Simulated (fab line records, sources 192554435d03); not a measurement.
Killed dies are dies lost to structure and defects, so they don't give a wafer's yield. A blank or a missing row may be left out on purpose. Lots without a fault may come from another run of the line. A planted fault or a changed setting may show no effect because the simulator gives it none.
fab line records | flow n5_finfet
record lots=24 wafers=72 last_day=18
route steps=1938 shown BEOL_M7@1281 BEOL_M8@1346
lots that met no fault: from a run of the same line without faults
start_h: hours from the record's first day to the start of the lot's first wafer shown | wait_h: hours since the lot's step before | " the same as in the row above | L1.1+2: a row that stands for several wafers | - no value, or no start given | * or withheld: withheld | < > ~ a bound
route shown NAME@n: a module of which the file shows steps, and the number in the route of the first | usual: mean/standard deviation of fault-free wafers | same: alike in all rows | chamber/n: place in a boat | sites: the reading at each site | _std_site: their standard deviation | _edge_site: outer sites' mean less inner sites' | radius_mm: how far each site lies from the wafer's centre | mask NAME#n: copy n | behind: the tool/chamber that last shaped the wafer | hold: why the lot was held/for how many hours/how that ended | device: the transistor (n, p or np) that didn't switch | end of line: the same wafers' tests at the end of the route | a step without rows: its recipe alone | killed: dies lost to structure and defects at the first sort, not the wafer's yield | map: a wafer's dies, x killed, . not, _ none there
set.NAME: the setting as run; set.NAME@STEP: as run at that earlier step | model.NAME: the simulator's own value behind a step, which no gauge read
steps of the route over a sample of lots; a table a step, a row a wafer
services: from which hour (start_h, from the record's first day; less than 0 if before it) a tool's chamber was out of use, for how many hours, and why
## steps
# step N5_BEOL_M7_ETCH_62
# recipe chemistry=N2/H2 target=SOC target_depth_a=1100 overetch_a=220 mask_material=SiARC temp_c=40 time_s=165 ion_energy_ev=200 pressure_mtorr=30 source_w=840 bias_w=150 n2_flow_sccm=200 h2_flow_sccm=200
# usual bias_w=150.0/0.5 drypump_motor_current_A=5.5/0.49 oes_product_au=0.68/0.072 rf_vpp_V=523.6/2.4 showerhead_plenum_p_Torr=2.53/0.089 throttle_valve_pct=17.9/0.3
# columns lot.wafer tool chamber start_h wait_h bias_w drypump_motor_current_A oes_product_au rf_hours_counter_h rf_vpp_V showerhead_plenum_p_Torr throttle_valve_pct
L074.1 rie_diel-06 3 204.11 0.0 149.3 5.3 0.62 176 520.5 2.43 18.3
L074.3 " 2 " " 149.4 4.8 0.79 9 524.2 2.61 17.5
L074.5 " 2 " " 150.0 4.8 0.80 - 526.6 2.61 17.5
L075.3 rie_diel-06 0 209.24 0.0 149.9 5.4 0.70 68 521.5 2.48 18.1
L075.4 " 2 " " 149.7 4.8 0.79 - 524.9 2.61 17.5
L075.6 " 3 " " 149.6 5.3 0.62 - 521.3 2.43 18.3
L077.1 rie_diel-04 2 221.59 0.0 149.5 6.1 0.58 234 526.4 2.64 18.5
L077.3 " 3 " " 149.9 5.3 0.60 221 526.3 2.64 17.9
L077.5 " 3 " " 149.2 5.3 0.60 - 527.1 2.64 17.9
L076.1 rie_diel-04 3 223.30 0.0 149.7 5.3 0.60 222 528.6 2.64 17.9
L076.3 " 0 " " 149.5 5.6 0.80 6 523.2 2.50 18.0
L076.6 " 1 " " 149.3 6.5 0.66 - 524.7 2.55 17.5
L078.2 rie_diel-02 2 228.97 0.0 149.9 5.8 0.57 241 522.6 2.52 17.7
L078.4 " 3 " " 149.5 5.1 0.64 146 520.1 2.43 18.2
L078.5 " 0 " " 150.1 6.0 0.63 - 524.3 2.50 18.1
L079.3 rie_diel-04 2 229.03 0.0 150.4 6.1 0.58 237 526.4 2.64 18.5
L079.4 " 0 " " 149.9 5.6 0.79 8 523.3 2.50 18.0
L079.6 " 2 " " 149.9 6.1 0.59 - 525.7 2.64 18.5
L080.1 rie_diel-04 3 229.29 0.0 150.4 5.3 0.60 224 525.2 2.64 17.9
L080.2 " 2 " " 149.6 6.1 0.58 237 525.5 2.64 18.5
L080.6 " 3 " " 150.6 5.3 0.60 - 526.1 2.64 17.9
L081.2 rie_diel-04 2 251.81 0.0 150.0 6.1 0.58 242 525.9 2.63 18.5
L081.4 " 1 " " 149.6 6.5 0.65 128 523.7 2.55 17.5
L081.5 " 3 " " 149.6 5.3 0.60 - 527.9 2.64 17.9
L082.2 rie_diel-06 0 251.95 0.0 150.0 5.4 0.69 82 521.3 2.47 18.1
L082.4 " 0 " " 150.4 5.4 0.70 - 522.5 2.47 18.1
L082.6 " 2 " " 150.4 4.8 0.75 - 525.6 2.60 17.5
L083.2 rie_diel-02 0 255.43 0.0 149.9 6.0 0.62 197 523.4 2.50 18.1
L083.4 " 3 " " 150.3 5.1 0.64 150 521.7 2.42 18.2
L083.5 " 2 " " 150.8 5.8 0.57 - 523.2 2.52 17.7
L084.1 rie_diel-06 3 255.64 0.0 150.3 5.3 0.61 197 522.2 2.42 18.3
L084.3 " 0 " " 149.7 5.3 0.69 84 521.9 2.47 18.1
L084.4 " 3 " " 150.1 5.3 0.60 - 520.8 2.42 18.3
L085.3 rie_diel-02 1 279.11 0.0 150.1 5.9 0.68 99 521.7 2.45 17.5
L085.5 " 3 " " 149.8 5.1 0.64 - 521.0 2.42 18.2
L085.6 " 1 " " 150.6 5.9 0.67 - 520.8 2.45 17.5
L087.2 rie_diel-02 0 281.00 0.0 149.2 6.0 0.61 205 524.3 2.49 18.1
L087.4 " 2 " " 149.2 5.8 0.82 0 522.3 2.52 17.4
L087.6 " 0 " " 149.5 6.0 0.62 - 523.2 2.49 18.1
L088.2 rie_diel-06 2 283.70 0.0 149.9 4.8 0.74 32 525.5 2.60 17.6
L088.3 " 3 " " 149.0 5.3 0.60 206 521.5 2.42 18.3
L088.5 " 3 " " 149.5 5.3 0.60 - 520.1 2.42 18.3
L086.1 rie_diel-06 2 283.99 0.0 148.9 4.8 0.74 33 524.7 2.60 17.6
L086.2 " 0 " " 149.6 5.4 0.68 94 521.2 2.47 18.1
L086.5 " 2 " " 150.0 4.8 0.74 - 524.8 2.60 17.6
L089.2 rie_diel-02 3 289.49 0.0 149.4 5.1 0.63 163 521.1 2.42 18.2
L089.4 " 2 " " 150.5 5.8 0.80 4 523.8 2.52 17.4
L089.6 " 1 " " 150.9 5.9 0.67 - 521.4 2.45 17.5
L091.2 rie_diel-06 3 289.91 0.0 150.4 5.3 0.60 209 519.2 2.42 18.3
L091.4 " 0 " " 151.2 5.4 0.68 96 520.3 2.46 18.1
L091.6 " 1 " " 150.8 5.2 0.76 - 527.4 2.72 17.7
L090.1 rie_diel-06 1 302.70 0.0 149.8 5.1 0.77 23 528.7 2.72 17.7
L090.5 " 2 " " 149.8 4.8 0.73 - 525.1 2.59 17.6
L090.6 " 3 " " 149.9 5.3 0.60 - 519.1 2.42 18.3
L092.2 rie_diel-04 2 312.17 0.0 150.4 6.1 0.81 2 526.0 2.63 18.0
L092.5 " 1 " " 150.5 6.5 0.64 - 524.1 2.54 17.6
L092.6 " 0 " " 150.3 5.6 0.74 - 523.0 2.49 18.0
L093.3 rie_diel-06 1 314.14 0.0 150.8 5.2 0.76 27 527.5 2.72 17.7
L093.4 " 3 " " 149.3 5.3 0.60 217 519.7 2.41 18.3
L093.5 " 0 " " 150.8 5.3 0.67 - 523.3 2.46 18.1
L094.4 rie_diel-06 1 324.78 0.0 149.9 5.2 0.76 30 530.3 2.72 17.7
L094.5 " 1 " " 150.3 5.2 0.75 - 527.3 2.72 17.7
L094.6 " 0 " " 149.0 5.3 0.66 - 521.7 2.46 18.1
L095.1 rie_diel-04 1 331.67 0.0 150.4 6.5 0.63 156 523.9 2.54 17.6
L095.5 " 3 " " 150.4 5.3 0.58 - 525.8 2.63 18.0
L095.6 " 2 " " 149.5 6.1 0.79 - 524.9 2.63 18.0
L097.1 rie_diel-04 1 348.74 0.0 150.1 6.5 0.63 164 524.1 2.53 17.6
L097.4 " 2 " " 149.8 6.1 0.78 - 523.7 2.62 18.0
L097.5 " 1 " " 151.0 6.5 0.63 - 524.8 2.53 17.6
L096.1 rie_diel-04 0 354.95 0.0 150.2 5.6 0.72 48 523.6 2.48 18.0
L096.2 " 1 " " 149.7 6.5 0.63 166 525.2 2.53 17.6
L096.3 " 2 " " 149.5 6.1 0.77 18 525.4 2.62 18.0
# step N5_BEOL_M7_SPUTTER_48
# recipe material=Cu target_thk_a=100 temp_c=-20 bias_v=60 power_w=26000 chamber_pressure_pa=0.13 time_s=1.667
# usual chamber_pressure_pa=0.13004/0.00026 throttle_valve_pct=30.5/0.95
# columns lot.wafer tool chamber start_h wait_h chamber_pressure_pa throttle_valve_pct
L074.1 pvd_sputter-03 - 209.82 0.1 0.13022 29.1
L074.3 " - " " 0.13039 31.0
L074.5 " - " " 0.12999 29.8
L075.3 pvd_sputter-01 - 212.88 0.1 0.13036 30.1
L075.4 " - " " 0.13015 31.8
L075.6 " - " " 0.13045 30.2
L077.1 pvd_sputter-02 - 225.44 0.1 0.12999 30.4
L077.3 " - " " 0.13008 30.7
L077.5 " - " " 0.13026 30.5
L076.1 pvd_sputter-03 - 225.82 0.1 0.13016 32.2
L076.3 " - " " 0.12991 29.1
L076.6 " - " " 0.12995 29.5
L079.3 pvd_sputter-03 - 233.51 0.1 0.13006 31.9
L079.4 " - " " 0.13015 29.2
L079.6 " - " " 0.12988 28.9
L078.2 pvd_sputter-01 - 233.59 0.1 0.13035 29.8
L078.4 " - " " 0.12963 30.5
L078.5 " - " " 0.12975 30.2
L080.1 pvd_sputter-03 - 234.13 0.2 0.12996 30.9
L080.2 " - " " 0.13014 29.9
L080.6 " - " " 0.13053 30.8
L081.2 pvd_sputter-03 - 255.20 0.1 0.1305 31.1
L081.4 " - " " 0.13006 29.6
L081.5 " - " " 0.13003 30.9
L082.2 pvd_sputter-03 - 257.31 1.7 0.12992 31.3
L082.4 " - " " 0.12947 32.1
L082.6 " - " " 0.13023 31.3
L083.2 pvd_sputter-02 - 260.43 0.1 0.13042 30.0
L083.4 " - " " 0.13015 30.6
L083.5 " - " " 0.12995 30.6
L084.1 pvd_sputter-02 - 260.67 0.1 0.13012 29.8
L084.3 " - " " 0.12983 30.6
L084.4 " - " " 0.13011 30.3
L085.3 pvd_sputter-03 - 284.15 0.1 0.12995 32.0
L085.5 " - " " 0.1297 31.1
L085.6 " - " " 0.13009 28.9
L087.2 pvd_sputter-03 - 284.31 0.2 0.12943 29.5
L087.4 " - " " 0.12997 29.1
L087.6 " - " " 0.12976 29.1
L088.2 pvd_sputter-02 - 286.49 0.1 0.12975 30.6
L088.3 " - " " 0.12999 30.5
L088.5 " - " " 0.12983 30.4
L086.1 pvd_sputter-03 - 287.67 0.1 0.13037 29.7
L086.2 " - " " 0.12956 29.1
L086.5 " - " " 0.13011 29.3
L089.2 pvd_sputter-01 - 295.63 0.1 0.12985 30.6
L089.4 " - " " 0.13034 31.3
L089.6 " - " " 0.13011 30.5
L091.2 pvd_sputter-01 - 296.37 0.1 0.1299 31.5
L091.4 " - " " 0.12985 30.5
L091.6 " - " " 0.13011 30.1
L090.1 pvd_sputter-03 - 309.46 0.1 0.13048 29.8
L090.5 " - " " 0.13026 29.1
L090.6 " - " " 0.13002 29.8
L092.2 pvd_sputter-03 - 316.46 0.1 0.12996 31.1
L092.5 " - " " 0.13004 30.0
L092.6 " - " " 0.12973 32.3
L093.3 pvd_sputter-01 - 317.12 0.1 0.12994 30.3
L093.4 " - " " 0.12992 31.3
L093.5 " - " " 0.12967 31.1
L094.4 pvd_sputter-03 - 327.49 0.1 0.1301 32.2
L094.5 " - " " 0.13016 29.7
L094.6 " - " " 0.13057 29.1
L095.1 pvd_sputter-02 - 337.86 0.2 0.13026 30.7
L095.5 " - " " 0.13043 30.3
L095.6 " - " " 0.13018 30.3
L097.1 pvd_sputter-02 - 355.55 0.2 0.1299 29.8
L097.4 " - " " 0.12982 30.5
L097.5 " - " " 0.12959 30.6
L096.1 pvd_sputter-02 - 359.69 0.1 0.13018 30.4
L096.2 " - " " 0.13028 30.7
L096.3 " - " " 0.12974 30.7
# step N5_BEOL_M7_DEP_56
# recipe material=SiCN target_thk_a=100 temp_c=withheld precursor=3MS/NH3 pressure_torr=3 rf_w=202 time_s=17.5
# usual showerhead_plenum_p_Torr=3.663/0.013 throttle_valve_pct=8.8/0.58
# columns lot.wafer tool chamber start_h wait_h showerhead_plenum_p_Torr since_wet_clean_h throttle_valve_pct
L074.1 pecvd-04 2 210.94 0.0 3.672 161 8.4
L074.3 " 0 " " 3.633 915 8.4
L074.5 " 2 " " 3.677 - 8.8
L075.3 pecvd-01 1 213.78 0.0 3.658 - 9.8
L075.4 " 0 " " 3.655 - 8.4
L075.6 " 1 " " 3.674 - 9.7
L077.1 pecvd-04 1 226.30 0.0 3.670 1655 8.5
L077.3 " 0 " " 3.639 930 8.6
L077.5 " 0 " " 3.640 - 8.3
L076.1 pecvd-02 1 226.96 0.0 3.684 2018 10.0
L076.3 " 0 " " 3.665 1293 9.4
L076.6 " 1 " " 3.679 - 9.6
L079.3 pecvd-01 0 234.47 0.0 3.666 757 8.6
L079.4 " 0 " " 3.658 - 8.5
L079.6 " 1 " " 3.653 - 9.8
L078.2 pecvd-01 2 234.96 0.0 3.666 4 7.9
L078.4 " 2 " " 3.652 - 7.9
L078.5 " 0 " " 3.669 - 8.5
L080.1 pecvd-02 1 235.01 0.0 3.688 2026 10.0
L080.2 " 2 " " 3.671 547 8.8
L080.6 " 2 " " 3.682 - 8.9
L081.2 pecvd-01 2 256.25 0.0 3.664 25 7.6
L081.4 " 2 " " 3.661 - 7.9
L081.5 " 0 " " 3.658 - 8.5
L082.2 pecvd-04 2 258.26 0.0 3.668 208 8.5
L082.4 " 2 " " 3.670 - 8.3
L082.6 " 0 " " 3.639 - 8.3
L083.2 pecvd-01 1 261.70 0.0 3.651 1509 9.7
L083.4 " 1 " " 3.659 - 9.4
L083.5 " 0 " " 3.670 - 8.6
L084.1 pecvd-04 2 262.12 0.0 3.661 212 8.6
L084.3 " 0 " " 3.638 966 8.8
L084.4 " 0 " " 3.652 - 8.7
L085.3 pecvd-01 0 285.34 0.0 3.662 808 8.4
L085.5 " 2 " " 3.657 - 8.3
L085.6 " 0 " " 3.668 - 8.5
L087.2 pecvd-02 0 285.61 0.0 3.663 1352 9.5
L087.4 " 0 " " 3.680 - 9.4
L087.6 " 2 " " 3.681 - 8.9
L088.2 pecvd-01 1 287.36 0.0 3.655 1535 9.7
L088.3 " 2 " " 3.654 56 8.1
L088.5 " 1 " " 3.667 - 9.8
L086.1 pecvd-04 0 288.54 0.0 3.643 992 8.5
L086.2 " 2 " " 3.668 238 8.4
L086.5 " 1 " " 3.666 - 8.6
L089.2 pecvd-01 0 296.71 0.0 3.666 819 8.6
L089.4 " 1 " " 3.650 - 9.7
L089.6 " 0 " " 3.664 - 8.5
L091.2 pecvd-02 0 297.24 0.0 3.671 1364 9.5
L091.4 " 2 " " 3.676 - 9.0
L091.6 " 0 " " 3.674 - 9.2
L090.1 pecvd-04 0 310.33 0.0 3.638 1014 8.5
L090.5 " 0 " " 3.651 - 8.5
L090.6 " 2 " " 3.672 - 8.4
L092.2 pecvd-04 1 317.77 0.0 3.681 1747 8.4
L092.5 " 0 " " 3.651 - 8.5
L092.6 " 2 " " 3.673 - 8.4
L093.3 pecvd-01 1 318.79 0.0 3.657 - 9.8
L093.4 " 2 " " 3.657 - 8.2
L093.5 " 2 " " 3.649 - 8.0
L094.4 pecvd-01 0 328.90 0.0 3.660 - 8.4
L094.5 " 1 " " 3.645 - 9.9
L094.6 " 2 " " 3.661 - 8.2
L095.1 pecvd-04 2 339.13 0.0 3.670 289 8.6
L095.5 " 2 " " 3.662 - 8.8
L095.6 " 0 " " 3.636 - 8.7
L097.1 pecvd-04 0 356.59 0.0 3.641 1060 8.7
L097.4 " 2 " " 3.670 - 8.6
L097.5 " 0 " " 3.645 - 8.6
L096.1 pecvd-01 1 360.57 0.0 3.645 1608 9.6
L096.2 " 0 " " 3.660 883 8.6
L096.3 " 2 " " 3.653 129 8.1
# step N5_BEOL_M8_OVL_MEAS_12
# recipe points_per_wafer=44
# usual M8_OVL=-0.2/0.85
# columns lot.wafer tool chamber start_h wait_h M8_OVL[nm]
L074.1 overlay-01 0 213.07 0.0 0.4
L074.3 " 0 " " -0.9
L074.5 " 0 " " 0.6
L075.3 overlay-01 0 217.40 0.0 0.4
L075.4 " 0 " " -1.6
L075.6 " 0 " " -1.8
L077.1 overlay-01 0 228.55 0.0 0.1
L077.3 " 0 " " 0.1
L077.5 " 0 " " 0.1
L076.1 overlay-01 0 228.89 0.0 0.6
L076.3 " 0 " " 1.2
L076.6 " 0 " " -0.8
L079.3 overlay-01 0 238.91 0.0 -0.7
L079.4 " 0 " " 0.0
L079.6 " 0 " " -0.5
L078.2 overlay-02 0 238.95 0.0 2.1
L078.4 " 0 " " 2.0
L078.5 " 0 " " 1.1
L080.1 overlay-01 0 238.99 0.0 -0.1
L080.2 " 0 " " -0.5
L080.6 " 0 " " -1.5
L081.2 overlay-02 0 258.82 0.0 -1.1
L081.4 " 0 " " -1.2
L081.5 " 0 " " 0.8
L082.2 overlay-02 0 260.06 0.0 0.7
L082.4 " 0 " " 0.4
L082.6 " 0 " " -0.2
L083.2 overlay-02 0 266.05 0.0 -0.5
L083.4 " 0 " " -0.1
L083.5 " 0 " " -0.9
L084.1 overlay-02 0 266.27 0.0 -0.3
L084.3 " 0 " " 0.7
L084.4 " 0 " " -0.2
L085.3 overlay-02 0 287.91 0.0 -0.7
L085.5 " 0 " " -1.5
L085.6 " 0 " " -1.8
L087.2 overlay-01 0 288.38 0.0 0.8
L087.4 " 0 " " 0.2
L087.6 " 0 " " 1.0
L088.2 overlay-02 0 289.44 0.0 -0.4
L088.3 " 0 " " 1.2
L088.5 " 0 " " 0.4
L086.1 overlay-01 0 293.00 0.0 -0.4
L086.2 " 0 " " 0.4
L086.5 " 0 " " -0.7
L089.2 overlay-02 0 298.43 0.0 -0.7
L089.4 " 0 " " 0.4
L089.6 " 0 " " -0.1
L091.2 overlay-01 0 301.63 0.0 -0.4
L091.4 " 0 " " -1.1
L091.6 " 0 " " -0.8
L090.1 overlay-02 0 313.66 0.0 -0.2
L090.5 " 0 " " 0.1
L090.6 " 0 " " -0.6
L092.2 overlay-02 0 320.26 0.0 -1.8
L092.5 " 0 " " -0.4
L092.6 " 0 " " -1.9
L093.3 overlay-02 0 320.94 0.0 0.3
L093.4 " 0 " " -0.6
L093.5 " 0 " " -1.0
L094.4 overlay-02 0 332.02 0.0 -0.5
L094.5 " 0 " " -1.2
L094.6 " 0 " " -0.2
L095.1 overlay-02 0 340.67 0.0 -0.6
L095.5 " 0 " " -0.1
L095.6 " 0 " " -0.7
L097.1 overlay-01 0 358.89 0.0 0.0
L097.4 " 0 " " 0.9
L097.5 " 0 " " -0.9
L096.1 overlay-01 0 361.92 0.0 -2.0
L096.2 " 0 " " 0.3
L096.3 " 0 " " 0.2
# step N5_BEOL_M8_ETCH_61
# recipe chemistry=CF4 target=SiARC target_depth_a=455 mask_material=CAR-ArF time_s=75.8 ion_energy_ev=80 pressure_mtorr=40 source_w=545 bias_w=36 Ar_flow_sccm=100 cf4_flow_sccm=100 ends=cleared
# usual bias_w=36.00/0.12 drypump_motor_current_A=5.74/0.3 etch_rf_on_time_s=73.8/2.3 oes_product_au=0.69/0.071 rf_vpp_V=184.2/1.1 showerhead_plenum_p_Torr=2.15/0.065 throttle_valve_pct=15.68/0.21
# columns lot.wafer tool chamber start_h wait_h bias_w drypump_motor_current_A etch_rf_on_time_s oes_product_au rf_hours_counter_h rf_vpp_V showerhead_plenum_p_Torr throttle_valve_pct
L074.1 rie_diel-05 1 213.66 0.0 36.12 5.82 74.7 0.74 55 186.2 2.20 15.43
L074.3 " 0 " " 36.32 5.79 74.1 0.63 193 183.6 2.10 15.55
L074.5 " 0 " " 36.34 5.81 75.1 0.63 - 182.7 2.10 15.57
L075.3 rie_diel-05 0 217.77 0.0 36.12 5.81 73.9 0.64 194 183.7 2.10 15.56
L075.4 " 2 " " 36.04 5.86 70.7 0.80 30 185.7 2.11 15.86
L075.6 " 1 " " 36.33 5.83 74.8 0.73 - 185.8 2.20 15.42
L077.1 rie_diel-03 2 228.64 0.0 35.95 5.71 74.9 0.63 185 182.7 2.06 15.66
L077.3 " 3 " " 35.95 5.60 71.1 0.72 83 184.0 2.17 15.51
L077.5 " 2 " " 36.02 5.73 74.0 0.63 - 182.9 2.06 15.68
L076.1 rie_diel-05 2 228.98 0.0 36.07 5.86 70.2 0.80 33 183.2 2.11 15.87
L076.3 " 0 " " 35.98 5.83 74.4 0.63 198 182.8 2.10 15.57
L076.6 " 1 " " 35.93 5.84 74.2 0.74 - 184.2 2.20 15.44
L079.3 rie_diel-01 1 239.02 0.0 35.97 5.92 78.8 0.65 130 185.2 2.22 15.45
L079.4 " 3 " " 35.97 5.12 75.5 0.78 21 185.6 2.26 15.33
L079.6 " 3 " " 35.99 5.10 75.1 0.78 - 184.0 2.26 15.32
L078.2 rie_diel-03 1 239.19 0.0 35.86 5.38 74.5 0.60 236 182.8 2.03 15.95
L078.4 " 2 " " 35.87 5.74 75.3 0.62 189 183.2 2.06 15.68
L078.5 " 1 " " 35.96 5.38 73.9 0.60 - 184.6 2.03 15.94
L080.1 rie_diel-03 1 239.53 0.0 35.95 5.37 73.1 0.60 236 184.0 2.03 15.96
L080.2 " 0 " " 36.14 5.55 73.6 0.60 217 184.2 2.19 16.07
L080.6 " 1 " " 36.10 5.38 73.6 0.60 - 182.5 2.03 15.95
L081.2 rie_diel-05 3 258.91 0.0 35.76 5.29 70.2 0.78 34 183.7 2.09 15.79
L081.4 " 1 " " 35.91 5.83 75.0 0.73 69 185.5 2.20 15.45
L081.5 " 1 " " 35.87 5.85 74.7 0.72 - 183.9 2.20 15.46
L082.2 rie_diel-05 0 260.48 0.0 36.14 5.78 74.0 0.62 209 184.7 2.10 15.59
L082.4 " 3 " " 35.77 5.28 70.3 0.78 34 185.1 2.09 15.79
L082.6 " 0 " " 36.04 5.82 73.5 0.63 - 182.4 2.10 15.62
L083.2 rie_diel-01 3 266.14 0.0 36.28 5.12 75.0 0.76 31 187.0 2.26 15.34
L083.4 " 1 " " 36.05 5.92 79.1 0.64 139 185.6 2.21 15.45
L083.5 " 2 " " 35.86 6.18 72.9 0.77 - 184.8 2.19 15.60
L084.1 rie_diel-01 2 266.69 0.0 36.01 6.19 72.3 0.78 48 185.6 2.19 15.59
L084.3 " 3 " " 36.05 5.13 74.4 0.77 31 186.2 2.26 15.32
L084.4 " 1 " " 35.88 5.92 78.2 0.64 140 184.5 2.21 15.45
L085.3 rie_diel-03 2 288.00 0.0 36.03 5.70 76.6 0.61 207 183.0 2.05 15.72
L085.5 " 0 " " 36.15 5.53 75.0 0.58 - 184.1 2.19 16.09
L085.6 " 2 " " 35.94 5.72 76.0 0.61 - 183.4 2.05 15.71
L087.2 rie_diel-05 3 288.51 0.0 36.00 5.28 70.9 0.77 46 184.2 2.09 15.81
L087.4 " 1 " " 35.93 5.82 74.4 0.72 - 184.5 2.19 15.47
L087.6 " 3 " " 36.14 5.31 70.1 0.76 - 183.8 2.09 15.83
L088.2 rie_diel-01 0 289.53 0.0 35.97 6.22 73.2 0.66 166 184.9 2.15 15.90
L088.3 " 1 " " 36.02 5.92 78.4 0.63 148 184.4 2.21 15.47
L088.5 " 1 " " 36.04 5.92 78.0 0.63 - 184.3 2.21 15.47
L086.1 rie_diel-01 2 293.09 0.0 36.00 6.18 73.2 0.76 57 184.9 2.18 15.62
L086.2 " 0 " " 35.78 6.22 74.0 0.65 167 183.5 2.15 15.89
L086.5 " 0 " " 35.87 6.20 74.5 0.65 - 182.5 2.15 15.89
L089.2 rie_diel-01 1 298.81 0.0 36.07 5.92 79.0 0.63 152 185.3 2.21 15.48
L089.4 " 1 " " 36.10 5.90 79.6 0.63 - 185.1 2.21 15.50
L089.6 " 0 " " 35.80 6.21 73.6 0.65 - 184.3 2.15 15.90
L091.2 rie_diel-05 0 301.72 0.0 35.93 5.77 74.0 0.61 221 185.3 2.09 15.60
L091.4 " 3 " " 36.06 5.28 71.3 0.74 52 183.3 2.08 15.82
L091.6 " 3 " " 35.96 5.28 71.1 0.76 - 184.4 2.08 15.83
L090.1 rie_diel-03 1 313.75 0.0 35.98 5.38 73.2 0.82 7 184.8 2.28 15.55
L090.5 " 3 " " 36.00 5.61 71.8 0.69 - 184.8 2.16 15.56
L090.6 " 2 " " 36.09 5.72 75.6 0.60 - 181.6 2.05 15.74
L092.2 rie_diel-03 0 320.44 0.0 35.94 5.54 73.8 0.57 242 185.9 2.19 16.12
L092.5 " 3 " " 35.95 5.59 70.8 0.69 - 184.6 2.16 15.57
L092.6 " 0 " " 35.98 5.54 73.9 0.58 - 187.3 2.19 16.11
L093.3 rie_diel-01 1 321.04 0.0 36.03 5.95 80.8 0.62 161 184.5 2.21 15.49
L093.4 " 3 " " 35.95 5.13 75.4 0.74 - 185.7 2.25 15.35
L093.5 " 1 " " 36.01 5.95 80.0 0.62 - 185.9 2.21 15.49
L094.4 rie_diel-05 3 332.11 0.0 35.87 5.27 71.8 0.73 64 182.3 2.08 15.85
L094.5 " 1 " " 36.09 5.85 74.6 0.71 - 184.4 2.19 15.49
L094.6 " 2 " " 35.95 5.84 72.0 0.74 - 183.2 2.10 15.96
L095.1 rie_diel-05 1 341.24 0.0 35.89 5.83 74.9 0.70 95 184.2 2.19 15.50
L095.5 " 2 " " 35.85 5.85 71.8 0.73 - 183.2 2.09 15.95
L095.6 " 1 " " 35.89 5.81 74.6 0.70 - 184.7 2.19 15.49
L097.1 rie_diel-05 1 360.09 0.0 36.13 5.82 75.9 0.68 103 185.5 2.19 15.52
L097.4 " 2 " " 36.25 5.86 71.6 0.72 86 183.3 2.09 15.98
L097.5 " 1 " " 36.07 5.83 75.7 0.69 - 185.1 2.19 15.52
L096.1 rie_diel-03 1 363.82 0.0 35.87 5.37 72.7 0.78 28 184.4 2.27 15.60
L096.2 " 2 " " 35.98 5.73 75.8 0.59 238 181.8 2.04 15.78
L096.3 " 1 " " 35.79 5.38 72.7 0.79 - 184.6 2.27 15.60
# step N5_BEOL_M8_OVL_MEAS_29
# recipe points_per_wafer=522
# usual V7_OVL=-0.2/0.75
# columns lot.wafer tool chamber start_h wait_h V7_OVL[nm]
L074.1 overlay-01 0 217.21 0.0 -1.1
L074.3 " 0 " " -1.6
L074.5 " 0 " " -0.6
L075.3 overlay-01 0 220.75 0.0 -0.3
L075.4 " 0 " " 0.9
L075.6 " 0 " " 0.6
L077.1 overlay-01 0 229.40 0.0 -0.4
L077.3 " 0 " " -0.3
L077.5 " 0 " " 0.2
L076.1 overlay-02 0 229.80 0.0 -0.4
L076.3 " 0 " " -0.2
L076.6 " 0 " " 0.1
L078.2 overlay-01 0 243.64 0.0 -1.9
L078.4 " 0 " " -1.6
L078.5 " 0 " " -0.8
L079.3 overlay-02 0 243.73 0.0 0.3
L079.4 " 0 " " -0.9
L079.6 " 0 " " -1.1
L080.1 overlay-01 0 243.76 0.0 -0.1
L080.2 " 0 " " 0.1
L080.6 " 0 " " -0.4
L081.2 overlay-02 0 265.18 0.0 -0.1
L081.4 " 0 " " -1.2
L081.5 " 0 " " 0.8
L082.2 overlay-01 0 265.22 0.0 0.4
L082.4 " 0 " " 0.8
L082.6 " 0 " " 0.6
L084.1 overlay-01 0 271.75 0.0 -1.2
L084.3 " 0 " " -0.5
L084.4 " 0 " " -0.3
L083.2 overlay-01 0 271.93 0.0 -0.1
L083.4 " 0 " " -0.1
L083.5 " 0 " " 0.4
L085.3 overlay-02 0 294.31 0.0 0.0
L085.5 " 0 " " -0.2
L085.6 " 0 " " -0.6
L087.2 overlay-02 0 294.35 0.0 -0.2
L087.4 " 0 " " -0.1
L087.6 " 0 " " -0.3
L088.2 overlay-02 0 294.79 0.0 -0.1
L088.3 " 0 " " -0.1
L088.5 " 0 " " 0.5
L086.1 overlay-01 0 294.98 0.0 -0.8
L086.2 " 0 " " -1.1
L086.5 " 0 " " -0.9
L089.2 overlay-01 0 300.85 0.0 -0.2
L089.4 " 0 " " 0.0
L089.6 " 0 " " -0.4
L091.2 overlay-01 0 307.04 0.0 0.2
L091.4 " 0 " " 0.0
L091.6 " 0 " " 1.1
L090.1 overlay-02 0 315.50 0.0 0.3
L090.5 " 0 " " 0.7
L090.6 " 0 " " 0.1
L093.3 overlay-01 0 324.57 0.0 -0.2
L093.4 " 0 " " 1.0
L093.5 " 0 " " 0.2
L092.2 overlay-02 0 324.61 0.0 0.7
L092.5 " 0 " " 0.7
L092.6 " 0 " " 1.0
L094.4 overlay-02 0 335.14 0.0 -0.5
L094.5 " 0 " " -0.2
L094.6 " 0 " " -0.1
L095.1 overlay-02 0 342.19 0.0 0.5
L095.5 " 0 " " 0.6
L095.6 " 0 " " -0.7
L097.1 overlay-02 0 361.34 0.0 -1.2
L097.4 " 0 " " 0.0
L097.5 " 0 " " -1.5
L096.1 overlay-01 0 364.82 0.0 1.1
L096.2 " 0 " " 0.5
L096.3 " 0 " " 1.4
## services
# columns tool chamber start_h hours kind
rie_diel-05 - 180.40 15.6 pm
rie_diel-06 1 184.00 81.3 repair
rie_diel-04 2 198.53 2.8 repair
rie_diel-06 2 218.19 13.6 repair
rie_diel-06 0 220.16 6.2 repair
pecvd-01 1 234.87 10.4 repair
rie_diel-03 - 253.52 0.4 repair
pecvd-04 - 255.35 2.8 pm
rie_diel-05 0 265.47 8.7 repair
rie_diel-06 - 266.11 2.8 pm
rie_diel-04 0 266.58 4.5 repair
rie_diel-05 2 279.25 2.4 repair
rie_diel-05 0 287.52 1.8 repair
rie_diel-01 3 288.67 23.6 repair
pvd_sputter-02 - 288.91 7.9 repair
rie_diel-05 1 290.79 6.3 repair
rie_diel-03 0 293.22 10.1 repair
pvd_sputter-02 - 303.50 6.2 repair
pecvd-04 - 309.26 0.5 repair
rie_diel-01 0 317.16 9.8 repair
rie_diel-05 1 317.84 8.7 repair
rie_diel-06 3 330.98 3.6 repair
rie_diel-06 3 344.09 19.8 repair
rie_diel-06 0 359.62 9.0 repair
## key
fault none
